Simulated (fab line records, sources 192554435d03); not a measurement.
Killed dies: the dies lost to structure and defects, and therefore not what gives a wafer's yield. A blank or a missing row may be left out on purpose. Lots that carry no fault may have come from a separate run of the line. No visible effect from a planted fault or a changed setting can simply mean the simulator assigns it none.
fab line records    flow n5Finfet
[record] lots = 10  wafers = 30  lastDay = 19
route steps=1938 shown BEOL_M10@1520 BEOL_M11@1546 PASSIVATION@1936
lots untouched by any fault: they come from a run of this same line in which no faults occurred
startH: the number of hours between the record's first day and the start of the first shown wafer of the lot    waitH: hours elapsed since this lot's preceding step    " as in the row above    L1.1+2: a single row standing in for several wafers    - no value, or no start was given    * or withheld: withheld    < > ~ a bound
route shown NAME@n: NAME is a module with steps in the file, n the number in the route of the first one    usual: mean/standard deviation of fault-free wafers    same: alike in all rows    chamber/n: place in a boat    sites: the reading at each site    _std_site: the standard deviation of these    _edge_site: outer sites' mean less inner sites'    radiusMm: for every site, how far away it sits from the centre of the wafer    mask NAME#n: copy n    behind: the last tool/chamber to shape the wafer    hold: why the lot went on hold/how many hours it stayed there/how the hold came to an end    device: whichever transistor did not switch (one of n, p or np)    end of line: at the end of the route, the tests of the same wafers    where a step has no rows: the recipe by itself    killed: at the first sort, the dies lost to defects and structure; wafer yield is something else    map: dies across one wafer; x = killed, . = not, _ = none there
set.NAME: the run value of the setting; set.NAME@STEP: its run value at that earlier step    model.NAME: the simulator's own value behind a step, which no gauge read
steps of the route over a sample of lots; a table a step, a row a wafer
services: the hour from which a tool's chamber was out of use, counted from the record's first day as startH (under 0 if before that day), plus the number of hours and why
[[steps]]
[step N5_BEOL_M10_CD_MEAS_35]
[recipe] targetCdNm = 70  polarity = opening
[usual] cdNm = 69.9/0.52
lot.wafer  tool      chamber  startH  waitH  cdNm
L204.2     cdSem-01  -        291.12  0.0    71.1
L204.4     "         -        "       "      70.1
L204.6     "         -        "       "      70.3
L205.1     cdSem-03  -        295.75  0.0    69.9
L205.4     "         -        "       "      69.6
L205.6     "         -        "       "      69.0
L206.1     cdSem-01  -        302.91  0.0    70.1
L206.2     "         -        "       "      70.1
L206.5     "         -        "       "      70.4
L207.1     cdSem-01  -        312.44  0.0    69.7
L207.3     "         -        "       "      70.1
L207.4     "         -        "       "      70.3
L209.1     cdSem-03  -        321.40  0.0    70.2
L209.2     "         -        "       "      69.7
L209.5     "         -        "       "      69.9
L210.1     cdSem-02  -        323.38  0.0    70.0
L210.3     "         -        "       "      69.7
L210.4     "         -        "       "      70.3
L221.2     cdSem-01  -        346.83  0.0    69.4
L221.3     "         -        "       "      69.5
L221.4     "         -        "       "      70.0
L219.2     cdSem-03  -        372.24  0.0    69.4
L219.4     "         -        "       "      70.5
L219.5     "         -        "       "      69.9
L222.3     cdSem-01  -        379.40  0.0    68.6
L222.5     "         -        "       "      69.1
L222.6     "         -        "       "      69.2
L208.1     cdSem-03  -        408.42  0.0    69.9
L208.2     "         -        "       "      70.4
L208.6     "         -        "       "      70.7
[step N5_BEOL_M10_RS_MEAS_57]
[recipe] thkMeasGauge = four-point-probe  reads = Cu_of_BEOL_M10_ECD_50+Co_of_BEOL_M10_CVD_75+TaN_of_BEOL_M10_ALD_74
[usual] M10_RS = 0.1506/0.0027
lot.wafer  tool          chamber  startH  waitH  M10_RS[ohm/sq]
L204.2     filmMetro-01  -        293.49  0.1    0.1473
L204.4     "             -        "       "      0.1520
L204.6     "             -        "       "      0.1472
L205.1     filmMetro-02  -        298.50  0.1    0.1492
L205.4     "             -        "       "      0.1472
L205.6     "             -        "       "      0.1463
L206.1     filmMetro-01  -        307.06  0.1    0.1497
L206.2     "             -        "       "      0.1470
L206.5     "             -        "       "      0.1472
L207.1     filmMetro-01  -        315.18  0.1    0.1513
L207.3     "             -        "       "      0.1494
L207.4     "             -        "       "      0.1484
L209.1     filmMetro-01  -        323.76  0.1    0.1555
L209.2     "             -        "       "      0.1526
L209.5     "             -        "       "      0.1536
L210.1     filmMetro-01  -        327.43  0.1    0.1479
L210.3     "             -        "       "      0.1503
L210.4     "             -        "       "      0.1503
L221.2     filmMetro-02  -        349.71  0.1    0.1513
L221.3     "             -        "       "      0.1542
L221.4     "             -        "       "      0.1509
L219.2     filmMetro-02  -        375.51  0.1    0.1530
L219.4     "             -        "       "      0.1502
L219.5     "             -        "       "      0.1550
L222.3     filmMetro-02  -        382.38  0.1    0.1559
L222.5     "             -        "       "      0.1519
L222.6     "             -        "       "      0.1498
L208.1     filmMetro-01  -        410.72  0.1    0.1511
L208.2     "             -        "       "      0.1522
L208.6     "             -        "       "      0.1540
[step N5_BEOL_M11_EXPOSE_08]
[recipe] maskId = M11  na = 1.35  sourceShape = dipole  sigmaInner = 0.411  sigmaOuter = 0.611  polarization = te  doseMj = 53.75
[usual] exposureDoseMJCm2 = 53.69/0.048
lot.wafer  tool            chamber  startH  waitH  mask   exposureDoseMJCm2
L204.2     arfiScanner-03  0        295.70  -      M11#0  53.74
L204.4     "               0        "       "      M11#0  53.68
L204.6     "               0        "       "      M11#0  53.70
L205.1     arfiScanner-03  0        300.52  -      M11#0  53.75
L205.4     "               0        "       "      M11#0  53.70
L205.6     "               0        "       "      M11#0  53.72
L206.1     arfiScanner-02  0        309.39  -      M11#0  53.67
L206.2     "               0        "       "      M11#0  53.72
L206.5     "               0        "       "      M11#0  53.74
L207.1     arfiScanner-02  0        317.35  -      M11#0  53.65
L207.3     "               0        "       "      M11#0  53.70
L207.4     "               0        "       "      M11#0  53.62
L209.1     arfiScanner-02  0        327.33  -      M11#0  53.66
L209.2     "               0        "       "      M11#0  53.67
L209.5     "               0        "       "      M11#0  53.72
L210.1     arfiScanner-01  0        329.44  -      M11#0  53.71
L210.3     "               0        "       "      M11#0  53.71
L210.4     "               0        "       "      M11#0  53.67
L221.2     arfiScanner-03  0        351.33  -      M11#0  53.67
L221.3     "               0        "       "      M11#0  53.71
L221.4     "               0        "       "      M11#0  53.68
L219.2     arfiScanner-03  0        379.53  -      M11#0  52.03
L219.4     "               0        "       "      M11#0  52.04
L219.5     "               0        "       "      M11#0  52.03
L222.3     arfiScanner-01  0        384.66  -      M11#0  53.59
L222.5     "               0        "       "      M11#0  53.69
L222.6     "               0        "       "      M11#0  53.72
L208.1     arfiScanner-03  0        412.75  -      M11#0  52.61
L208.2     "               0        "       "      M11#0  52.65
L208.6     "               0        "       "      M11#0  52.69
[step N5_BEOL_M11_CD_MEAS_11]
[recipe] targetCdNm = 64.1  landingEnergyEv = 500  detector = seInlens  polarity = opening
[usual] cdNm = 64.1/0.5
lot.wafer  tool      chamber  startH  waitH  cdNm
L204.2     cdSem-01  0        295.82  -      64.5
L204.4     "         0        "       "      64.1
L204.6     "         0        "       "      63.5
L205.1     cdSem-03  0        300.65  -      64.4
L205.4     "         0        "       "      64.8
L205.6     "         0        "       "      64.5
L206.1     cdSem-02  0        309.52  -      64.8
L206.2     "         0        "       "      64.1
L206.5     "         0        "       "      63.9
L207.1     cdSem-03  0        317.48  -      64.2
L207.3     "         0        "       "      64.5
L207.4     "         0        "       "      64.7
L209.1     cdSem-03  0        327.45  -      63.1
L209.2     "         0        "       "      64.0
L209.5     "         0        "       "      64.0
L210.1     cdSem-02  0        329.57  -      62.9
L210.3     "         0        "       "      63.4
L210.4     "         0        "       "      63.7
L221.2     cdSem-01  0        351.45  -      64.1
L221.3     "         0        "       "      64.1
L221.4     "         0        "       "      64.7
L219.2     cdSem-01  0        379.66  -      62.2
L219.4     "         0        "       "      62.3
L219.5     "         0        "       "      62.2
L222.3     cdSem-01  0        384.77  -      64.2
L222.5     "         0        "       "      64.7
L222.6     "         0        "       "      63.9
L208.1     cdSem-03  0        412.87  -      63.1
L208.2     "         0        "       "      62.5
L208.6     "         0        "       "      62.3
[step N5_BEOL_M11_DESCUM_16]
[recipe] chemistry = O2  timeS = 7.9  sourcePowerW = 50  biasPowerW = 20  pressureMtorr = 20  rfFrequencyHz = 2.712e+07  tempC = 40  resist = CAR-ArF  o2FlowSccm = 225
[usual] drypumpMotorCurrentA = 6.0/0.53  oesProductAu = 0.78/0.068  rfVppV = 243.1/1.3  showerheadPlenumPTorr = 2.09/0.068  throttleValvePct = 20.60/0.19
lot.wafer  tool        chamber  startH  waitH  drypumpMotorCurrentA  oesProductAu  rfHoursCounterH  rfVppV  showerheadPlenumPTorr  throttleValvePct
L204.2     rieDiel-01  0        295.98  0.1    6.6                   0.77          127              241.9   2.02                   20.85
L204.4     "           2        "       "      6.4                   0.85          51               244.7   2.20                   20.60
L204.6     "           2        "       "      6.4                   0.85          -                246.1   2.20                   20.58
L205.1     rieDiel-01  0        301.41  0.7    6.6                   0.77          129              241.7   2.02                   20.86
L205.4     "           3        "       "      6.0                   0.88          43               242.8   2.04                   20.55
L205.6     "           0        "       "      6.6                   0.77          -                242.7   2.02                   20.87
L206.1     rieDiel-06  1        309.62  0.1    5.2                   0.93          19               242.9   2.14                   20.26
L206.2     "           2        "       "      6.4                   0.74          186              241.4   1.99                   20.53
L206.5     "           2        "       "      6.4                   0.74          -                241.3   1.99                   20.54
L207.1     rieDiel-03  0        317.65  0.1    5.6                   0.69          231              242.1   2.07                   20.76
L207.3     "           3        "       "      5.4                   0.85          76               243.5   2.12                   20.55
L207.4     "           2        "       "      5.0                   0.73          182              245.2   2.16                   20.51
L209.1     rieDiel-01  2        327.54  0.0    6.4                   0.83          61               244.1   2.20                   20.61
L209.2     "           3        "       "      6.0                   0.87          50               241.2   2.04                   20.56
L209.5     "           2        "       "      6.4                   0.85          -                245.4   2.20                   20.59
L210.1     rieDiel-03  0        329.80  0.2    5.5                   0.69          235              243.9   2.07                   20.76
L210.3     "           3        "       "      5.4                   0.84          80               242.6   2.12                   20.56
L210.4     "           1        "       "      6.1                   0.70          190              242.8   1.99                   20.13
L221.2     rieDiel-01  3        351.88  0.4    6.0                   0.85          58               242.0   2.04                   20.57
L221.3     "           1        "       "      6.3                   0.71          196              244.0   2.09                   20.57
L221.4     "           0        "       "      6.6                   0.75          145              243.1   2.01                   20.89
L219.2     rieDiel-03  2        379.80  0.1    5.0                   0.73          200              244.2   2.16                   20.51
L219.4     "           3        "       "      5.4                   0.83          94               244.1   2.11                   20.57
L219.5     "           3        "       "      5.4                   0.83          -                243.7   2.11                   20.58
L222.3     rieDiel-01  3        384.97  0.1    6.0                   0.84          68               240.8   2.03                   20.58
L222.5     "           3        "       "      6.0                   0.85          -                243.6   2.03                   20.58
L222.6     "           2        "       "      6.4                   0.81          -                245.6   2.19                   20.63
L208.1     rieDiel-03  3        413.00  0.1    5.3                   0.81          106              240.6   2.11                   20.58
L208.2     "           2        "       "      5.0                   0.71          212              244.3   2.15                   20.53
L208.6     "           1        "       "      6.1                   0.69          -                241.6   1.99                   20.17
[step N5_BEOL_M11_CD_MEAS_18]
[recipe] pitchNm = 140  targetCdNm = 70
[usual] cdNm = 69.9/0.52
lot.wafer  tool      chamber  startH  waitH  cdNm
L204.2     cdSem-02  -        296.73  0.1    70.0
L204.4     "         -        "       "      70.3
L204.6     "         -        "       "      69.4
L205.1     cdSem-03  -        302.01  0.0    70.3
L205.4     "         -        "       "      71.1
L205.6     "         -        "       "      70.5
L206.1     cdSem-01  -        310.08  0.0    70.8
L206.2     "         -        "       "      69.9
L206.5     "         -        "       "      70.2
L207.1     cdSem-02  -        318.14  0.0    70.1
L207.3     "         -        "       "      70.7
L207.4     "         -        "       "      69.9
L209.1     cdSem-01  -        328.00  0.0    69.8
L209.2     "         -        "       "      70.0
L209.5     "         -        "       "      70.3
L210.1     cdSem-02  -        330.25  0.0    69.2
L210.3     "         -        "       "      69.2
L210.4     "         -        "       "      69.5
L221.2     cdSem-02  -        352.34  0.1    70.4
L221.3     "         -        "       "      69.9
L221.4     "         -        "       "      70.5
L219.2     cdSem-01  -        380.26  0.1    68.0
L219.4     "         -        "       "      68.6
L219.5     "         -        "       "      68.1
L222.3     cdSem-02  -        385.43  0.1    69.8
L222.5     "         -        "       "      70.4
L222.6     "         -        "       "      69.6
L208.1     cdSem-03  -        413.47  0.0    69.2
L208.2     "         -        "       "      68.7
L208.6     "         -        "       "      68.1
[step N5_PASSIVATION_PROBE_49]
[usual] defectLimitedYield = 90.8/1.7  killed_at_M0_to_M3 = 37/12  killed_at_M4_up = 15/5.6  killedAtContacts = 13/6.9  killedAtFrontEnd = 40/11  killedAtOther = 4/3.2  killedDies = 109/20  killedOpen = 73/15  killedShort = 35/8.3  sort_bin_5_function = 5.4/1.1  sort_bin_6_memory = 3.5/0.73  sortNPass = 1071/20  sortYieldPct = 90.8/1.7
[same] grossDies = 1180  killedAtBackSide = 0  sort_bin_4_leakage[%] = 0  sort_bin_8_speed[%] = 0
lot.wafer  tool       chamber  startH  waitH  defectLimitedYield[%]  killed_at_M0_to_M3  killed_at_M4_up  killedAtContacts  killedAtFrontEnd  killedAtOther  killedDies  killedOpen  killedShort  sort_bin_5_function[%]  sort_bin_6_memory[%]  sortNPass  sortYieldPct[%]
L219.2     prober-01  -        425.93  0.1    90.8                   42                  13               14                38                1              108         64          44           5.9                     3.0                   1072       90.8
L219.4     prober-01  -        426.03  0.2    90.1                   38                  17               17                37                8              117         69          48           5.3                     4.4                   1063       90.1
L219.5     prober-01  -        426.08  0.2    93.3                   34                  11               15                18                1              79          47          31           4.2                     2.1                   1101       93.3
// killed by level:class
L219.2 BEOL_M2:geometricParticle:open=16 FIN_SAQP:geometricParticle:open=9 MOL_CONTACT_COAG:geometricParticle:open=9 GATE_CUT:geometricParticle:short=8 FIN_SAQP:geometricParticle:short=7 BEOL_M0_SAQP:geometricParticle:short=6 BEOL_M2:geometricParticle:short=6 BEOL_M5:geometricParticle:open=6
L219.4 MOL_CONTACT_COAG:geometricParticle:open=14 BEOL_M0_SAQP:geometricParticle:short=9 FIN_SAQP:geometricParticle:open=7 GATE_CUT:geometricParticle:short=7 BEOL_M2:geometricParticle:open=6 BEOL_M2:geometricParticle:short=6 BEOL_M3:geometricParticle:open=6 BEOL_M4:geometricParticle:open=6
L219.5 MOL_CONTACT_COAG:geometricParticle:open=14 BEOL_M2:geometricParticle:short=8 FIN_SAQP:geometricParticle:short=6 BEOL_M2:geometricParticle:open=6 BEOL_M5:geometricParticle:open=6 BEOL_M0_SAQP:geometricParticle:short=5 STI_FIN_REVEAL:geometricParticle:open=4 BEOL_M1:geometricParticle:open=4
[[services]]
tool            chamber  startH  hours  kind
arfiScanner-03  -        274.78  1.3    pm
arfiScanner-01  -        281.02  1.3    pm
rieDiel-06      3        281.08  5.0    repair
arfiScanner-01  -        283.52  0.8    pm
rieDiel-06      1        284.55  4.9    repair
rieDiel-03      -        293.56  16.0   repair
arfiScanner-02  -        294.68  0.4    repair
arfiScanner-02  -        295.73  10.5   repair
arfiScanner-01  -        305.08  1.0    pm
arfiScanner-03  -        323.01  5.5    pm
arfiScanner-03  -        329.41  1.0    pm
arfiScanner-02  -        333.18  2.4    repair
arfiScanner-02  -        343.82  3.9    pm
arfiScanner-02  -        351.34  1.1    repair
arfiScanner-03  -        358.78  1.0    pm
arfiScanner-01  -        370.04  3.1    pm
arfiScanner-02  -        376.19  36.0   pm
arfiScanner-01  -        377.00  6.0    pm
arfiScanner-03  -        383.68  0.8    pm
arfiScanner-03  -        395.37  3.1    pm
arfiScanner-03  -        400.28  1.3    pm
rieDiel-03      -        403.77  0.4    repair
arfiScanner-01  -        406.52  1.3    pm
arfiScanner-02  -        412.19  1.3    pm
[[key]]
[firstSign] step = N5_BEOL_M11_EXPOSE_08  reading = exposureDoseMJCm2  direction = down  sigmas = 28  usual = 53.69  struck = 52.34
[effect] step = N5_BEOL_M11_CD_MEAS_11  reading = cdNm  direction = down  sigmas = 3.3  usual = 64.1  struck = 62.4  through = controlLoop
[effect] step = N5_BEOL_M11_CD_MEAS_18  reading = cdNm  direction = down  sigmas = 2.8  usual = 69.9  struck = 68.4  through = controlLoop
metAt N5_BEOL_M11_EXPOSE_08
struckLots L208,L219
[loopTrim] step = N5_BEOL_M11_EXPOSE_08  setting = dose  lots = L208
notActingAt N5_BEOL_M10_CD_MEAS_35,N5_BEOL_M10_RS_MEAS_57,N5_BEOL_M11_DESCUM_16
onsetBetween 351.33 379.53
[fault] kind = processParameterDrift  tool = arfiScanner-03  chamber = -  onsetH = 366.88  steps = N5_BEOL_M11_EXPOSE_08  channel = doseMj  offset = -1.6445  shape = step  actsIn = theseRecipesOnly  stated = 53.75
// loopTrim: a control loop set the setting to another value than it would have without faults
